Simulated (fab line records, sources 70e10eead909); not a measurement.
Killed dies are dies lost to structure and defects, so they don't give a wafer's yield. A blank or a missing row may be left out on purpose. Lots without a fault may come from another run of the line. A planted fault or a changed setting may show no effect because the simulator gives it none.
fab line records | flow nand_harc
record lots=5 wafers=15 last_day=31
route steps=1302 shown A_CONTACT@986
lots that met no fault: from a run of the same line without faults
start_h: hours from the record's first day to the start of the lot's first wafer shown | wait_h: hours since the lot's step before | " the same as in the row above | L1.1+2: a row that stands for several wafers | - no value, or no start given | * or withheld: withheld | < > ~ a bound
route shown NAME@n: a module of which the file shows steps, and the number in the route of the first | usual: mean/standard deviation of fault-free wafers | same: alike in all rows | chamber/n: place in a boat | sites: the reading at each site | _std_site: their standard deviation | _edge_site: outer sites' mean less inner sites' | radius_mm: how far each site lies from the wafer's centre | mask NAME#n: copy n | behind: the tool/chamber that last shaped the wafer | hold: why the lot was held/for how many hours/how that ended | device: the transistor (n, p or np) that didn't switch | end of line: the same wafers' tests at the end of the route | a step without rows: its recipe alone | killed: dies lost to structure and defects at the first sort, not the wafer's yield | map: a wafer's dies, x killed, . not, _ none there
set.NAME: the setting as run; set.NAME@STEP: as run at that earlier step | model.NAME: the simulator's own value behind a step, which no gauge read
lots at some steps of the route; a table a step, a row a wafer
services: from which hour (start_h, from the record's first day; less than 0 if before it) a tool's chamber was out of use, for how many hours, and why
## steps
# step NHARC_A_CONTACT_DEP_29
# recipe target_thk_a=1000 target_thk_nm=100 temp_c=400 pressure_torr=3.5 flow_sccm=200 rf_w=350 material=SiON
# usual heater_power_w=713/130
# columns lot.wafer tool chamber start_h wait_h heater_power_w
L075.2 pecvd-04 1 508.56 2.8 700
L075.3 " 2 " " 666
L075.4 " 0 " " 828
L077.2 pecvd-04 0 516.09 2.9 834
L077.3 " 1 " " 630
L077.5 " 0 " " 845
L083.3 pecvd-04 2 578.58 2.1 590
L083.6 " 1 " " 701
L083.4 " 0 " " 851
L087.2 pecvd-03 0 598.88 2.9 976
L087.1 " 2 " " 479
L087.6 " 2 " " 492
L090.2 pecvd-04 0 656.38 2.9 937
L090.1 " 1 " " 593
L090.4 " 0 " " 922
# step NHARC_A_CONTACT_DEHYDRATE_32
# recipe temp_c=150 time_s=120
# columns lot.wafer tool chamber start_h wait_h
L075.2+3+4 litho_track-04 0 508.85 0.3
L077.2+3+5 litho_track-04 0 516.34 0.2
L083.3+4+6 litho_track-06 0 578.85 0.2
L087.1+2+6 litho_track-06 0 599.15 0.2
L090.1+2+4 litho_track-06 0 656.74 0.3
# step NHARC_A_CONTACT_HMDS_33
# recipe time_s=30
# columns lot.wafer tool chamber start_h wait_h
L075.2+3+4 litho_track-04 0 - -
L077.2+3+5 litho_track-04 0 - -
L083.3+4+6 litho_track-06 0 - -
L087.1+2+6 litho_track-06 0 - -
L090.1+2+4 litho_track-06 0 - -
# step NHARC_A_CONTACT_COAT_34
# recipe temp_c=260 time_s=75
# columns lot.wafer tool chamber start_h wait_h
L075.2+3+4 litho_track-04 0 - -
L077.2+3+5 litho_track-04 0 - -
L083.3+4+6 litho_track-06 0 - -
L087.1+2+6 litho_track-06 0 - -
L090.1+2+4 litho_track-06 0 - -
# step NHARC_A_CONTACT_COAT_35
# recipe temp_c=225 time_s=65
# columns lot.wafer tool chamber start_h wait_h
L075.2+3+4 litho_track-04 0 - -
L077.2+3+5 litho_track-04 0 - -
L083.3+4+6 litho_track-06 0 - -
L087.1+2+6 litho_track-06 0 - -
L090.1+2+4 litho_track-06 0 - -
# step NHARC_A_CONTACT_COAT_36
# recipe spin_rpm=1500 resist_thk_nm=90
# columns lot.wafer tool chamber start_h wait_h
L075.2+3+4 litho_track-04 0 - -
L077.2+3+5 litho_track-04 0 - -
L083.3+4+6 litho_track-06 0 - -
L087.1+2+6 litho_track-06 0 - -
L090.1+2+4 litho_track-06 0 - -
# step NHARC_A_CONTACT_SOFTBAKE_37
# recipe temp_c=105 time_s=55
# columns lot.wafer tool chamber start_h wait_h
L075.2+3+4 litho_track-04 0 - -
L077.2+3+5 litho_track-04 0 - -
L083.3+4+6 litho_track-06 0 - -
L087.1+2+6 litho_track-06 0 - -
L090.1+2+4 litho_track-06 0 - -
# step NHARC_A_CONTACT_EBR_38
# columns lot.wafer tool chamber start_h wait_h
L075.2+3+4 litho_track-04 0 - -
L077.2+3+5 litho_track-04 0 - -
L083.3+4+6 litho_track-06 0 - -
L087.1+2+6 litho_track-06 0 - -
L090.1+2+4 litho_track-06 0 - -
# step NHARC_A_CONTACT_EXPOSE_39
# recipe na=1.35 sigma_outer=0.8 dose_mj=58.79 mask_id=A_CC_3
# columns lot.wafer tool chamber start_h wait_h mask
L075.2+3+4 arfi_scanner-01 0 509.04 - A_CC_3#0
L077.2+3+5 arfi_scanner-02 0 516.65 - A_CC_3#0
L083.3+4+6 arfi_scanner-02 0 579.04 - A_CC_3#0
L087.1+2+6 arfi_scanner-02 0 599.46 - A_CC_3#0
L090.1+2+4 arfi_scanner-01 0 657.05 - A_CC_3#0
# step NHARC_A_CONTACT_PEB_40
# recipe peb_temp_c=100 peb_time_s=65
# columns lot.wafer tool chamber start_h wait_h
L075.2+3+4 litho_track-06 0 509.10 0.1
L077.2+3+5 litho_track-06 0 516.71 0.1
L083.3+4+6 litho_track-04 0 579.10 0.0
L087.1+2+6 litho_track-04 0 599.52 0.1
L090.1+2+4 litho_track-06 0 657.11 0.1
# step NHARC_A_CONTACT_DEVELOP_41
# recipe develop_time_s=35 dev_temp_c=23
# columns lot.wafer tool chamber start_h wait_h
L075.2+3+4 litho_track-06 0 - -
L077.2+3+5 litho_track-06 0 - -
L083.3+4+6 litho_track-04 0 - -
L087.1+2+6 litho_track-04 0 - -
L090.1+2+4 litho_track-06 0 - -
# step NHARC_A_CONTACT_CD_MEAS_42
# recipe target_cd_nm=300 landing_energy_ev=500
# usual cd_nm=300.2/0.6
# columns lot.wafer tool chamber start_h wait_h cd_nm
L075.2 cd_sem-02 0 509.18 - 301.2
L075.3 " 0 " " 300.1
L075.4 " 0 " " 301.2
L077.2 cd_sem-01 0 516.79 - 299.5
L077.3 " 0 " " 299.7
L077.5 " 0 " " 300.1
L083.3 cd_sem-02 0 579.19 - 299.5
L083.4 " 0 " " 299.8
L083.6 " 0 " " 299.4
L087.1 cd_sem-02 0 599.60 - 300.0
L087.2 " 0 " " 300.5
L087.6 " 0 " " 300.0
L090.1 cd_sem-02 0 657.19 - 299.5
L090.2 " 0 " " 300.0
L090.4 " 0 " " 300.0
# step NHARC_A_CONTACT_OVL_MEAS_43
# usual overlay_x_nm=-0.1/0.67 overlay_y_nm=0.2/0.84
# columns lot.wafer tool chamber start_h wait_h overlay_x_nm overlay_y_nm
L075.2 overlay-02 - 509.27 - 0.3 -0.1
L075.3 " - " " 0.1 -0.7
L075.4 " - " " 0.0 0.5
L077.2 overlay-02 - 516.88 - -1.6 -0.4
L077.3 " - " " -1.3 -0.3
L077.5 " - " " -1.2 0.0
L083.3 overlay-02 - 579.27 - -0.3 0.0
L083.4 " - " " -0.4 -0.1
L083.6 " - " " -0.4 -0.5
L087.1 overlay-01 - 599.69 - -0.5 0.3
L087.2 " - " " -0.1 -0.4
L087.6 " - " " -0.8 0.1
L090.1 overlay-02 - 657.28 - 1.0 0.0
L090.2 " - " " 1.0 0.4
L090.4 " - " " 0.5 0.7
# step NHARC_A_CONTACT_INSPECT_44
# usual raw_defect_count=80/38
# columns lot.wafer tool chamber start_h wait_h raw_defect_count
L075.2 defect_inspect-01 - 509.31 0.0 145
L075.3 " - " " 136
L075.4 " - " " 125
L077.2 defect_inspect-02 - 516.91 0.0 70
L077.3 " - " " 68
L077.5 " - " " 66
L083.3 defect_inspect-02 - 579.32 0.0 38
L083.4 " - " " 33
L083.6 " - " " 27
L087.1 defect_inspect-01 - 599.72 0.0 114
L087.2 " - " " 120
L087.6 " - " " 107
L090.1 defect_inspect-02 - 657.31 0.0 162
L090.2 " - " " 139
L090.4 " - " " 142
# step NHARC_A_CONTACT_DESCUM_47
# recipe time_s=3 o2_flow_sccm=200 ar_flow_sccm=0 bias_power_w=0 chemistry=O2
# usual drypump_motor_current_A=6.2/0.37 mfc_ar_sccm=0.004/0.0092 o2_flow_sccm=200.0/0.59 oes_product_au=0.998/0.011 rf_vpp_V=57.7/0.91 showerhead_plenum_p_Torr=1.91/0.1 throttle_valve_pct=11.312/0.009
# columns lot.wafer tool chamber start_h wait_h drypump_motor_current_A mfc_ar_sccm o2_flow_sccm oes_product_au rf_hours_counter_h rf_vpp_V showerhead_plenum_p_Torr throttle_valve_pct
L075.3 rie_diel-10 3 509.37 0.1 6.6 0 199.4 0.990 12 57.2 1.81 11.306
L075.4 " 0 " " 6.1 0.020 199.8 1.014 11 56.7 2.02 11.302
L075.2 " 1 " " 6.0 0 199.7 1.016 10 57.4 1.96 11.326
L077.2 rie_diel-11 0 516.98 0.1 5.8 0 200.0 0.999 26 57.8 1.92 11.308
L077.3 " 2 " " 5.7 0.004 199.5 1.012 25 57.3 1.77 11.308
L077.5 " 3 " " 6.4 0 199.6 0.981 - 58.2 2.05 11.301
L083.4 rie_diel-10 2 579.38 0.1 6.5 0 199.9 0.982 25 55.4 1.80 11.296
L083.3 " 0 " " 6.1 0.020 200.2 1.003 23 59.3 2.02 11.312
L083.6 " 2 " " 6.5 0 199.8 0.979 - 58.1 1.80 11.305
L087.1 rie_diel-03 1 599.79 0.1 6.0 0 200.6 0.999 44 56.5 1.79 11.324
L087.2 " 2 " " 6.7 0.030 199.9 0.986 43 60.0 2.04 11.309
L087.6 " 1 " " 6.0 0 200.4 1.001 - 57.4 1.79 11.325
L090.4 rie_diel-10 2 657.37 0.1 6.5 0 201.2 0.985 10 57.2 1.79 11.316
L090.2 " 3 " " 6.6 0 198.8 0.984 9 56.7 1.80 11.312
L090.1 " 0 " " 6.1 0.020 199.8 1.011 10 58.4 2.02 11.296
# step NHARC_A_CONTACT_ETCH_48
# recipe target_depth_a=390 over_etch_frac=0.3 time_s=65 ion_energy_ev=80 cf4_flow_sccm=150 ar_flow_sccm=0 rf_w=300 bias_w=100 chemistry=CF4
# usual cf4_flow_sccm=150.1/0.42 drypump_motor_current_A=6.1/0.37 mfc_ar_sccm=0.005/0.0094 oes_product_au=0.999/0.0094 rf_vpp_V=151.1/1.4 showerhead_plenum_p_Torr=1.76/0.088 throttle_valve_pct=13.284/0.0092
# columns lot.wafer tool chamber start_h wait_h cf4_flow_sccm drypump_motor_current_A mfc_ar_sccm oes_product_au rf_hours_counter_h rf_vpp_V showerhead_plenum_p_Torr throttle_valve_pct
L075.2 rie_diel-10 1 509.46 0.1 150.1 6.0 0 1.007 10 150.0 1.81 13.282
L075.4 " 2 " " 149.9 6.5 0 0.983 11 147.7 1.67 13.275
L075.3 " 3 " " 150.3 6.6 0 0.980 12 150.6 1.68 13.273
L077.3 rie_diel-11 1 517.06 0.1 150.3 5.5 0 0.998 27 150.5 1.74 13.300
L077.2 " 2 " " 149.9 5.7 0.004 1.008 25 147.9 1.65 13.271
L077.5 " 2 " " 150.1 5.7 0.004 1.008 - 151.2 1.65 13.298
L083.4 rie_diel-10 3 579.47 0.1 150.1 6.6 0 0.986 25 148.6 1.68 13.288
L083.3 " 0 " " 150.0 6.1 0.020 1.011 23 152.4 1.86 13.285
L083.6 " 1 " " 149.7 6.0 0 1.010 - 151.8 1.81 13.279
L087.2 rie_diel-03 1 599.89 0.1 150.0 6.0 0 1.006 44 149.0 1.66 13.298
L087.1 " 2 " " 149.8 6.7 0.030 0.991 43 152.3 1.88 13.278
L087.6 " 1 " " 150.2 6.0 0 1.005 - 149.8 1.66 13.280
L090.4 rie_diel-10 1 657.46 0.1 149.8 6.0 0 1.006 9 150.9 1.80 13.295
L090.2 " 3 " " 150.4 6.6 0 0.976 9 150.7 1.68 13.273
L090.1 " 0 " " 150.6 6.1 0.020 1.006 10 152.6 1.86 13.290
# step NHARC_A_CONTACT_ETCH_49
# recipe target_depth_a=2600 over_etch_frac=0.3 time_s=475.3 ion_energy_ev=200 n2_flow_sccm=150 h2_flow_sccm=150 ar_flow_sccm=0 rf_w=400 bias_w=150 chemistry=N2/H2
# usual drypump_motor_current_A=6.1/0.36 mfc_ar_sccm=0.005/0.0093 oes_product_au=0.997/0.0099 rf_vpp_V=431/3.2 showerhead_plenum_p_Torr=2.04/0.11 throttle_valve_pct=14.171/0.0092
# columns lot.wafer tool chamber start_h wait_h drypump_motor_current_A mfc_ar_sccm oes_product_au rf_hours_counter_h rf_vpp_V showerhead_plenum_p_Torr throttle_valve_pct
L075.4 rie_diel-10 0 - - 6.1 0.020 0.995 11 433 2.16 14.176
L075.2 " 1 " " 6.0 0 1.005 10 430 2.10 14.161
L075.3 " 2 " " 6.5 0 0.978 11 427 1.92 14.176
L077.2 rie_diel-11 1 - - 5.5 0 0.990 27 428 2.00 14.162
L077.3 " 2 " " 5.7 0.004 1.007 25 426 1.88 14.166
L077.5 " 0 " " 5.8 0 0.997 - 432 2.04 14.160
L083.3 rie_diel-10 2 - - 6.5 0 0.993 25 425 1.91 14.154
L083.4 " 3 " " 6.6 0 0.991 25 429 1.92 14.177
L083.6 " 3 " " 6.6 0 0.990 - 427 1.93 14.177
L087.2 rie_diel-03 1 - - 6.0 0 0.997 44 426 1.91 14.170
L087.1 " 0 " " 6.3 0 0.998 41 427 1.93 14.180
L087.6 " 2 " " 6.7 0.030 0.969 - 434 2.18 14.162
L090.4 rie_diel-10 3 - - 6.6 0 0.983 9 428 1.92 14.167
L090.1 " 0 " " 6.1 0.020 1.011 10 434 2.15 14.171
L090.2 " 2 " " 6.5 0 0.987 10 425 1.91 14.168
# step NHARC_A_CONTACT_ETCH_50
# recipe target_depth_a=1210 time_s=60.5 cf4_flow_sccm=100 chf3_flow_sccm=30 ar_flow_sccm=0 rf_w=500 bias_w=200 chemistry=CF4/CHF3
# usual cf4_flow_sccm=100.0/0.32 drypump_motor_current_A=6.1/0.36 mfc_ar_sccm=0.004/0.0091 oes_product_au=0.945/0.023 rf_vpp_V=370.5/2.7 showerhead_plenum_p_Torr=1.57/0.079 throttle_valve_pct=16.803/0.0087
# columns lot.wafer tool chamber start_h wait_h cf4_flow_sccm drypump_motor_current_A mfc_ar_sccm oes_product_au rf_hours_counter_h rf_vpp_V showerhead_plenum_p_Torr throttle_valve_pct
L075.3 rie_diel-10 1 - - 100.0 6.0 0 0.985 11 371.7 1.61 16.802
L075.2 " 2 " " 99.7 6.5 0 0.948 12 367.0 1.49 16.798
L075.4 " 3 " " 100.0 6.6 0 0.961 12 368.6 1.50 16.786
L077.3 rie_diel-11 0 - - 99.5 5.8 0 0.921 27 370.9 1.57 16.800
L077.2 " 2 " " 99.8 5.7 0.004 0.941 25 365.9 1.46 16.800
L077.5 " 1 " " 100.2 5.5 0 0.929 - 370.1 1.55 16.798
L083.3 rie_diel-10 1 - - 100.4 6.1 0 0.955 23 371.7 1.61 16.809
L083.4 " 0 " " 99.8 6.1 0.020 0.978 23 371.4 1.66 16.804
L083.6 " 2 " " 100.3 6.5 0 0.940 - 367.9 1.48 16.805
L087.1 rie_diel-03 2 - - 99.9 6.7 0.030 0.917 43 374.6 1.67 16.801
L087.2 " 1 " " 100.2 6.0 0 0.929 45 368.1 1.48 16.800
L087.6 " 1 " " 100.5 6.1 0 0.922 - 367.5 1.48 16.822
L090.2 rie_diel-10 0 - - 100.2 6.1 0.020 0.983 10 374.2 1.65 16.801
L090.1 " 1 " " 99.9 6.0 0 0.986 9 372.2 1.61 16.805
L090.4 " 3 " " 99.6 6.6 0 0.937 10 367.9 1.49 16.809
# step NHARC_A_CONTACT_ETCH_51
# recipe target_depth_a=70000 over_etch_frac=0.3 time_s=1820 ion_energy_ev=150 o2_flow_sccm=400 cos_flow_sccm=20 ar_flow_sccm=0 rf_w=500 bias_w=300 chemistry=O2/COS
# usual drypump_motor_current_A=6.1/0.36 mfc_ar_sccm=0.005/0.0092 o2_flow_sccm=399.8/1.1 oes_product_au=1.000/0.0096 rf_vpp_V=314.1/2.4 showerhead_plenum_p_Torr=3.11/0.15 throttle_valve_pct=28.330/0.01
# columns lot.wafer tool chamber start_h wait_h drypump_motor_current_A mfc_ar_sccm o2_flow_sccm oes_product_au rf_hours_counter_h rf_vpp_V showerhead_plenum_p_Torr throttle_valve_pct
L075.2 rie_diel-10 1 - - 6.0 0 400.8 1.007 11 316.3 3.20 28.321
L075.3 " 2 " " 6.5 0 401.7 0.995 12 312.3 2.95 28.331
L075.4 " 3 " " 6.6 0 401.5 0.991 13 312.1 2.97 28.334
L077.3 rie_diel-11 0 - - 5.8 0 398.2 0.989 27 313.6 3.12 28.348
L077.2 " 2 " " 5.7 0.004 400.1 1.005 25 312.4 2.90 28.352
L077.5 " 3 " " 6.5 0 398.2 0.982 - 318.5 3.33 28.319
L083.3 rie_diel-10 0 - - 6.1 0.020 398.3 1.004 23 315.0 3.29 28.332
L083.4 " 1 " " 6.0 0 400.2 0.998 23 314.6 3.19 28.326
L083.6 " 3 " " 6.6 0 401.2 0.985 - 311.0 2.96 28.346
L087.1 rie_diel-03 2 - - 6.7 0.030 401.0 0.991 44 317.3 3.32 28.331
L087.2 " 0 " " 6.4 0 399.6 0.997 42 312.2 2.96 28.325
L087.6 " 2 " " 6.7 0.030 399.7 0.989 - 317.8 3.32 28.322
L090.2 rie_diel-10 1 - - 6.0 0 400.8 0.999 10 314.3 3.19 28.337
L090.4 " 2 " " 6.5 0 401.0 0.979 11 311.8 2.93 28.342
L090.1 " 3 " " 6.6 0 399.6 0.983 10 312.4 2.95 28.340
# step NHARC_A_CONTACT_ETCH_111
# recipe source_w=withheld pressure_mtorr=20 bias_v=withheld time_s=140 target_depth_a=7000 ar_flow_sccm=withheld c4f8_flow_sccm=withheld o2_flow_sccm=withheld chemistry=C4F8/O2/Ar
# columns lot.wafer tool chamber start_h wait_h rf_hours_counter_h
L075.2 har_cap_etch-02 1 511.18 - 83
L075.4 " 1 " " -
L075.3 " 0 " " -
L077.2 har_cap_etch-01 1 518.82 - 0
L077.3 " 0 " " -
L077.5 " 1 " " -
L083.3 har_cap_etch-03 1 581.28 - -
L083.4 " 0 " " -
L083.6 " 0 " " -
L087.1 har_cap_etch-03 0 602.24 - 60
L087.2 " 1 " " 60
L087.6 " 1 " " -
L090.2 har_cap_etch-02 0 659.20 - 114
L090.1 " 1 " " 114
L090.4 " 0 " " -
# step NHARC_A_CONTACT_ETCH_112
# recipe source_w=withheld pressure_mtorr=20 bias_v=3000 time_s=190 target_depth_a=18500 ar_flow_sccm=withheld c4f8_flow_sccm=withheld o2_flow_sccm=withheld chemistry=C4F8/O2/Ar
# columns lot.wafer tool chamber start_h wait_h rf_hours_counter_h
L075.2 har_cap_etch-02 1 511.38 0.2 83
L075.4 " 1 " " -
L075.3 " 0 " " -
L077.2 har_cap_etch-01 1 519.01 0.2 0
L077.3 " 0 " " -
L077.5 " 1 " " -
L083.3 har_cap_etch-03 1 581.47 0.2 -
L083.4 " 0 " " -
L083.6 " 0 " " -
L087.1 har_cap_etch-03 0 602.51 0.2 60
L087.2 " 1 " " 60
L087.6 " 1 " " -
L090.2 har_cap_etch-02 0 659.40 0.2 114
L090.1 " 1 " " 114
L090.4 " 0 " " -
# step NHARC_A_CONTACT_ETCH_113
# recipe source_w=withheld pressure_mtorr=20 bias_v=3000 time_s=190 target_depth_a=18500 ar_flow_sccm=withheld c4f8_flow_sccm=withheld o2_flow_sccm=withheld chemistry=C4F8/O2/Ar
# columns lot.wafer tool chamber start_h wait_h rf_hours_counter_h
L075.2 har_cap_etch-02 1 511.55 0.1 83
L075.4 " 1 " " -
L075.3 " 0 " " -
L077.2 har_cap_etch-01 1 519.18 0.1 0
L077.3 " 0 " " -
L077.5 " 1 " " -
L083.3 har_cap_etch-03 1 581.64 0.1 -
L083.4 " 0 " " -
L083.6 " 0 " " -
L087.1 har_cap_etch-03 0 602.74 0.2 60
L087.2 " 1 " " 60
L087.6 " 1 " " -
L090.2 har_cap_etch-02 0 659.57 0.1 115
L090.1 " 1 " " 115
L090.4 " 0 " " -
# step NHARC_A_CONTACT_ETCH_114
# recipe source_w=withheld pressure_mtorr=20 bias_v=3000 time_s=190 target_depth_a=18500 ar_flow_sccm=withheld c4f8_flow_sccm=withheld o2_flow_sccm=withheld chemistry=C4F8/O2/Ar
# columns lot.wafer tool chamber start_h wait_h rf_hours_counter_h
L075.2 har_cap_etch-02 1 511.72 0.1 83
L075.4 " 1 " " -
L075.3 " 0 " " -
L077.2 har_cap_etch-01 1 519.35 0.1 0
L077.3 " 0 " " -
L077.5 " 1 " " -
L083.3 har_cap_etch-03 1 581.81 0.1 -
L083.4 " 0 " " -
L083.6 " 0 " " -
L087.1 har_cap_etch-03 0 602.96 0.2 60
L087.2 " 1 " " 60
L087.6 " 1 " " -
L090.2 har_cap_etch-02 0 659.75 0.1 115
L090.1 " 1 " " 115
L090.4 " 0 " " -
# step NHARC_A_CONTACT_ETCH_115
# recipe source_w=withheld pressure_mtorr=20 bias_v=3000 time_s=190 target_depth_a=18500 ar_flow_sccm=withheld c4f8_flow_sccm=withheld o2_flow_sccm=withheld chemistry=C4F8/O2/Ar
# columns lot.wafer tool chamber start_h wait_h rf_hours_counter_h
L075.2 har_cap_etch-02 1 511.89 0.1 83
L075.4 " 1 " " -
L075.3 " 0 " " -
L077.2 har_cap_etch-01 1 519.52 0.1 1
L077.3 " 0 " " -
L077.5 " 1 " " -
L083.3 har_cap_etch-03 1 581.98 0.1 -
L083.4 " 0 " " -
L083.6 " 0 " " -
L087.1 har_cap_etch-03 0 603.19 0.2 60
L087.2 " 1 " " 60
L087.6 " 1 " " -
L090.2 har_cap_etch-02 0 659.92 0.1 115
L090.1 " 1 " " 115
L090.4 " 0 " " -
# step NHARC_A_CONTACT_ETCH_116
# recipe source_w=withheld pressure_mtorr=20 bias_v=3000 time_s=190 target_depth_a=18500 ar_flow_sccm=withheld c4f8_flow_sccm=withheld o2_flow_sccm=withheld chemistry=C4F8/O2/Ar
# columns lot.wafer tool chamber start_h wait_h rf_hours_counter_h
L075.2 har_cap_etch-02 1 512.06 0.1 84
L075.4 " 1 " " -
L075.3 " 0 " " -
L077.2 har_cap_etch-01 1 519.69 0.1 1
L077.3 " 0 " " -
L077.5 " 1 " " -
L083.3 har_cap_etch-03 1 582.15 0.1 -
L083.4 " 0 " " -
L083.6 " 0 " " -
L087.1 har_cap_etch-03 0 603.42 0.2 60
L087.2 " 1 " " 60
L087.6 " 1 " " -
L090.2 har_cap_etch-02 0 660.08 0.1 115
L090.1 " 1 " " 115
L090.4 " 0 " " -
# step NHARC_A_CONTACT_ETCH_117
# recipe source_w=withheld pressure_mtorr=20 bias_v=3000 time_s=190 target_depth_a=18500 ar_flow_sccm=withheld c4f8_flow_sccm=withheld o2_flow_sccm=withheld chemistry=C4F8/O2/Ar
# columns lot.wafer tool chamber start_h wait_h rf_hours_counter_h
L075.2 har_cap_etch-02 1 512.23 0.1 84
L075.4 " 1 " " -
L075.3 " 0 " " -
L077.2 har_cap_etch-01 1 519.86 0.1 1
L077.3 " 0 " " -
L077.5 " 1 " " -
L083.3 har_cap_etch-03 1 582.32 0.1 -
L083.4 " 0 " " -
L083.6 " 0 " " -
L087.1 har_cap_etch-03 0 603.64 0.2 61
L087.2 " 1 " " 61
L087.6 " 1 " " -
L090.2 har_cap_etch-02 0 660.25 0.1 115
L090.1 " 1 " " 115
L090.4 " 0 " " -
# step NHARC_A_CONTACT_ETCH_118
# recipe source_w=withheld pressure_mtorr=20 bias_v=3000 time_s=190 target_depth_a=18500 ar_flow_sccm=withheld c4f8_flow_sccm=withheld o2_flow_sccm=withheld chemistry=C4F8/O2/Ar
# columns lot.wafer tool chamber start_h wait_h rf_hours_counter_h
L075.2 har_cap_etch-02 1 512.40 0.1 84
L075.4 " 1 " " -
L075.3 " 0 " " -
L077.2 har_cap_etch-01 1 520.03 0.1 1
L077.3 " 0 " " -
L077.5 " 1 " " -
L083.3 har_cap_etch-03 1 582.49 0.1 -
L083.4 " 0 " " -
L083.6 " 0 " " -
L087.1 har_cap_etch-03 0 603.87 0.2 61
L087.2 " 1 " " 61
L087.6 " 1 " " -
L090.2 har_cap_etch-02 0 660.43 0.1 115
L090.1 " 1 " " 115
L090.4 " 0 " " -
# step NHARC_A_CONTACT_ETCH_119
# recipe source_w=withheld pressure_mtorr=20 bias_v=3000 time_s=190 target_depth_a=18500 ar_flow_sccm=withheld c4f8_flow_sccm=withheld o2_flow_sccm=withheld chemistry=C4F8/O2/Ar
# columns lot.wafer tool chamber start_h wait_h rf_hours_counter_h
L075.2 har_cap_etch-02 1 512.57 0.1 84
L075.4 " 1 " " -
L075.3 " 0 " " -
L077.2 har_cap_etch-01 1 520.20 0.1 1
L077.3 " 0 " " -
L077.5 " 1 " " -
L083.3 har_cap_etch-03 1 582.66 0.1 -
L083.4 " 0 " " -
L083.6 " 0 " " -
L087.1 har_cap_etch-03 0 604.10 0.2 61
L087.2 " 1 " " 61
L087.6 " 1 " " -
L090.2 har_cap_etch-02 0 660.60 0.1 115
L090.1 " 1 " " 115
L090.4 " 0 " " -
# step NHARC_A_CONTACT_ETCH_120
# recipe source_w=withheld pressure_mtorr=20 bias_v=3000 time_s=190 target_depth_a=18500 ar_flow_sccm=withheld c4f8_flow_sccm=withheld o2_flow_sccm=withheld chemistry=C4F8/O2/Ar
# columns lot.wafer tool chamber start_h wait_h rf_hours_counter_h
L075.2 har_cap_etch-02 1 512.74 0.1 84
L075.4 " 1 " " -
L075.3 " 0 " " -
L077.2 har_cap_etch-01 1 520.38 0.1 1
L077.3 " 0 " " -
L077.5 " 1 " " -
L083.3 har_cap_etch-03 1 582.84 0.1 -
L083.4 " 0 " " -
L083.6 " 0 " " -
L087.1 har_cap_etch-03 0 604.33 0.2 61
L087.2 " 1 " " 61
L087.6 " 1 " " -
L090.2 har_cap_etch-02 0 660.77 0.1 116
L090.1 " 1 " " 116
L090.4 " 0 " " -
# step NHARC_A_CONTACT_ETCH_121
# recipe source_w=withheld pressure_mtorr=20 bias_v=3000 time_s=190 target_depth_a=18500 ar_flow_sccm=withheld c4f8_flow_sccm=withheld o2_flow_sccm=withheld chemistry=C4F8/O2/Ar
# columns lot.wafer tool chamber start_h wait_h rf_hours_counter_h
L075.2 har_cap_etch-02 1 512.91 0.1 84
L075.4 " 1 " " -
L075.3 " 0 " " -
L077.2 har_cap_etch-01 1 520.55 0.1 2
L077.3 " 0 " " -
L077.5 " 1 " " -
L083.3 har_cap_etch-03 1 583.01 0.1 -
L083.4 " 0 " " -
L083.6 " 0 " " -
L087.1 har_cap_etch-03 0 604.56 0.2 61
L087.2 " 1 " " 61
L087.6 " 1 " " -
L090.2 har_cap_etch-02 0 660.94 0.1 116
L090.1 " 1 " " 116
L090.4 " 0 " " -
# step NHARC_A_CONTACT_ETCH_122
# recipe source_w=withheld pressure_mtorr=20 bias_v=3000 time_s=190 target_depth_a=18500 ar_flow_sccm=withheld c4f8_flow_sccm=withheld o2_flow_sccm=withheld chemistry=C4F8/O2/Ar
# columns lot.wafer tool chamber start_h wait_h rf_hours_counter_h
L075.2 har_cap_etch-02 1 513.08 0.1 85
L075.4 " 1 " " -
L075.3 " 0 " " -
L077.2 har_cap_etch-01 1 520.72 0.1 2
L077.3 " 0 " " -
L077.5 " 1 " " -
L083.3 har_cap_etch-03 1 583.18 0.1 -
L083.4 " 0 " " -
L083.6 " 0 " " -
L087.1 har_cap_etch-03 0 604.79 0.2 61
L087.2 " 1 " " 61
L087.6 " 1 " " -
L090.2 har_cap_etch-02 0 661.10 0.1 116
L090.1 " 1 " " 116
L090.4 " 0 " " -
# step NHARC_A_CONTACT_ETCH_123
# recipe source_w=withheld pressure_mtorr=20 bias_v=400 time_s=490 target_depth_a=21100 ar_flow_sccm=withheld c4f8_flow_sccm=11.5 o2_flow_sccm=7.2 chemistry=C4F8/O2/Ar
# columns lot.wafer tool chamber start_h wait_h rf_hours_counter_h
L075.2 har_cap_etch-02 1 513.25 0.1 85
L075.4 " 1 " " -
L075.3 " 0 " " -
L077.2 har_cap_etch-01 1 520.94 0.2 2
L077.3 " 0 " " -
L077.5 " 1 " " -
L083.3 har_cap_etch-03 1 583.46 0.3 -
L083.4 " 0 " " -
L083.6 " 0 " " -
L087.1 har_cap_etch-03 0 605.02 0.2 62
L087.2 " 1 " " 62
L087.6 " 1 " " -
L090.2 har_cap_etch-02 0 661.27 0.1 116
L090.1 " 1 " " 116
L090.4 " 0 " " -
## services
# columns tool chamber start_h hours kind
har_cap_etch-01 - 497.00 17.0 pm
rie_diel-10 0 502.25 - clean
rie_diel-10 1 502.25 - clean
rie_diel-10 2 502.25 - clean
pecvd-04 - 517.48 0.6 repair
litho_track-06 - 529.00 7.0 pm
pecvd-03 - 547.01 13.0 pm
litho_track-04 - 553.00 7.0 pm
har_cap_etch-01 - 556.44 1.4 repair
rie_diel-03 0 558.29 5.3 repair
pecvd-04 - 572.33 1.0 repair
rie_diel-10 3 584.32 14.6 repair
arfi_scanner-01 - 587.65 2.6 repair
rie_diel-03 3 593.75 15.1 repair
arfi_scanner-01 - 596.00 4.0 pm
rie_diel-10 - 596.77 9.0 pm
pecvd-04 - 598.19 0.7 repair
arfi_scanner-02 - 599.65 4.3 repair
rie_diel-11 - 609.53 9.0 pm
har_cap_etch-02 - 624.21 1.0 repair
pecvd-04 - 631.02 13.0 pm
rie_diel-10 3 632.89 4.0 repair
rie_diel-03 - 635.43 9.0 pm
arfi_scanner-02 - 656.00 4.0 pm
## key
fault none
